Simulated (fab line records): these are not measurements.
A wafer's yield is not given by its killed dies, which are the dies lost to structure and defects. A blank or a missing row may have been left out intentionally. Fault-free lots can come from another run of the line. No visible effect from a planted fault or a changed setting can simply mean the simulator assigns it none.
A struck lot beside a sound one | flow nand_harc | 39 out of 1159 route steps
Sound: wafers L753.4, L753.5, L753.6. Wafers struck: L761.3, L761.4, L761.5. At the end, the cause is stated.
Order at every step that has rows: each side's tool, ch and its chambers, its first start. Under that, the readings that differ: sound wafers | struck wafers | difference of the means | sigmas: that difference in standard deviations of wafers without a fault.
alike: same words and numbers on both sides, and readings whose means sit less than 2 such deviations apart. not compared: any withheld reading, any reading some wafer has no value for, any bound like >300 that may hide the same value, and any number with overlapping values for which the record gives no deviation.
Wherever a step has rows on one side only, a row that says differs or no value, or a row with sigmas, the two part there. Numbers that don't overlap but have no deviation are shown without sigmas and don't part them. Lack of a reading on every wafer of one side parts them only where that side has two or more wafers.

first, 2 steps without rows for these wafers: NHARC_A_WL_FILL_SRD_14; NHARC_A_WL_FILL_ALD_19 (deposits TiN, target thk 2 nm, pulse time 3 s, ald cycles 100).
NHARC_A_WL_FILL_CVD_20: deposits W, target thk 75 nm, time 5064 s.
  sound: cvd_w-01 ch 0,1; struck: cvd_w-01 ch 0,1
  alike: heater_power_w, susceptor_temp_C, throttle_valve_pct
then, 2 steps without rows for these wafers: NHARC_A_WL_FILL_CMP_12 (polishes, t overpolish 30 s, target thk 75 nm); NHARC_A_WL_FILL_SRD_31.
NHARC_A_WL_FILL_INSPECT_15:
  sound: defect_inspect-01 at day 17 19:39; struck: defect_inspect-02 at day 20 10:56
  alike: raw_defect_count
then, 2 steps without rows for these wafers: NHARC_A_CONTACT_DEP_24 (deposits SiO2, target thk 500 nm); NHARC_A_CONTACT_DEP_28 (deposits aC, target thk 3600 nm).
NHARC_A_CONTACT_DEP_29: deposits SiON, target thk 70 nm.
  sound on pecvd-04 ch 0,1,2, day 17 23:02; struck on pecvd-01 ch 0,1, day 20 13:55
  alike: heater_power_w, susceptor_temp_C
then, 10 steps without rows for these wafers: NHARC_A_CONTACT_DEHYDRATE_32 (time 120 s); NHARC_A_CONTACT_HMDS_33 (time 30 s); NHARC_A_CONTACT_COAT_34 (time 75 s); NHARC_A_CONTACT_COAT_35 (time 65 s); NHARC_A_CONTACT_COAT_36 (resist thk 90 nm); NHARC_A_CONTACT_SOFTBAKE_37 (time 55 s); NHARC_A_CONTACT_EBR_38; NHARC_A_CONTACT_EXPOSE_39 (exposes mask A CC 3); NHARC_A_CONTACT_PEB_40 (peb time 65 s); NHARC_A_CONTACT_DEVELOP_41 (develop time 35 s).
NHARC_A_CONTACT_CD_MEAS_42: target cd 200 nm.
  sound on cd_sem-03 ch 0, day 17 23:41; struck on cd_sem-03 ch 0, day 20 14:31
  alike: cd_nm
NHARC_A_CONTACT_OVL_MEAS_43:
  sound: overlay-02 at day 17 23:46; struck: overlay-02 at day 20 14:36
  alike: overlay_x_nm, overlay_y_nm
NHARC_A_CONTACT_INSPECT_44:
  sound: defect_inspect-01 at day 17 23:49; struck: defect_inspect-01 at day 20 14:38
  alike: raw_defect_count
then, 6 steps without rows for these wafers: NHARC_A_CONTACT_DESCUM_47 (chemistry O2, time 3 s); NHARC_A_CONTACT_ETCH_48 (etches the open film in CF4, target depth 39 nm, time 65 s); NHARC_A_CONTACT_ETCH_49 (etches the open film in N2/H2, target depth 260 nm, time 475.3 s); NHARC_A_CONTACT_ETCH_50 (etches the open film in CF4/CHF3, target depth 84.7 nm, time 42.4 s); NHARC_A_CONTACT_ETCH_51 (etches the open film in O2/COS, target depth 3600 nm, time 936 s); NHARC_A_CONTACT_ETCH_111 (etches the open film in C4F8/O2/Ar, time 140 s, target depth 700 nm).
NHARC_A_CONTACT_ETCH_112: etches the open film in C4F8/O2/Ar, time 94 s, target depth 922 nm.
  sound on har_cap_etch-03 ch 0,1, day 18 01:21; struck on har_cap_etch-02 ch 0,1, day 20 16:11
  alike: oes_air_line_au
  not compared: rf_hours_counter_h
then, 3 steps without rows for these wafers: NHARC_A_CONTACT_ETCH_113 (etches the open film in C4F8/O2/Ar, time 94 s, target depth 922 nm); NHARC_A_CONTACT_ETCH_114 (etches the open film in C4F8/O2/Ar, time 94 s, target depth 922 nm); NHARC_A_CONTACT_ETCH_115 (etches the open film in C4F8/O2/Ar, time 94 s, target depth 922 nm).
NHARC_A_CONTACT_ETCH_116: etches the open film in C4F8/O2/Ar, time 94 s, target depth 922 nm.
  sound on har_cap_etch-03 ch 0,1, day 18 01:43; struck on har_cap_etch-02 ch 0,1, day 20 16:32
  alike: oes_air_line_au
  not compared: rf_hours_counter_h
then, 2 steps without rows for these wafers: NHARC_A_CONTACT_ETCH_117 (etches the open film in C4F8/O2/Ar, time 94 s, target depth 922 nm); NHARC_A_CONTACT_ETCH_118 (etches the open film in C4F8/O2/Ar, time 94 s, target depth 922 nm).
NHARC_A_CONTACT_ETCH_119: etches the open film in C4F8/O2/Ar, time 94 s, target depth 922 nm.
  sound on har_cap_etch-03 ch 0,1, day 18 01:59; struck on har_cap_etch-02 ch 0,1, day 20 16:49
  alike: oes_air_line_au
  not compared: rf_hours_counter_h
then, 1 step without rows for these wafers: NHARC_A_CONTACT_ETCH_120 (etches the open film in C4F8/O2/Ar, time 94 s, target depth 922 nm).
NHARC_A_CONTACT_ETCH_121: etches the open film in C4F8/O2/Ar, time 94 s, target depth 922 nm.
  sound on har_cap_etch-03 ch 0,1, day 18 02:10; struck on har_cap_etch-02 ch 0,1, day 20 16:59
  alike: oes_air_line_au
  not compared: rf_hours_counter_h
-- the record jumps here: 3 days lie between the struck wafers' starts before and after (it left off in module A_CONTACT and takes up again in module END, whose first step shown is number 1159 of the route) --
NHARC_END_SORT_01:
  the record has rows for the struck wafers here (prober-01 ch 0, day 23 17:32) and none for the sound ones

## WHERE THEY PART
At NHARC_END_SORT_01 and nowhere else, as far as this record goes.

WHY: whatever the simulator had introduced
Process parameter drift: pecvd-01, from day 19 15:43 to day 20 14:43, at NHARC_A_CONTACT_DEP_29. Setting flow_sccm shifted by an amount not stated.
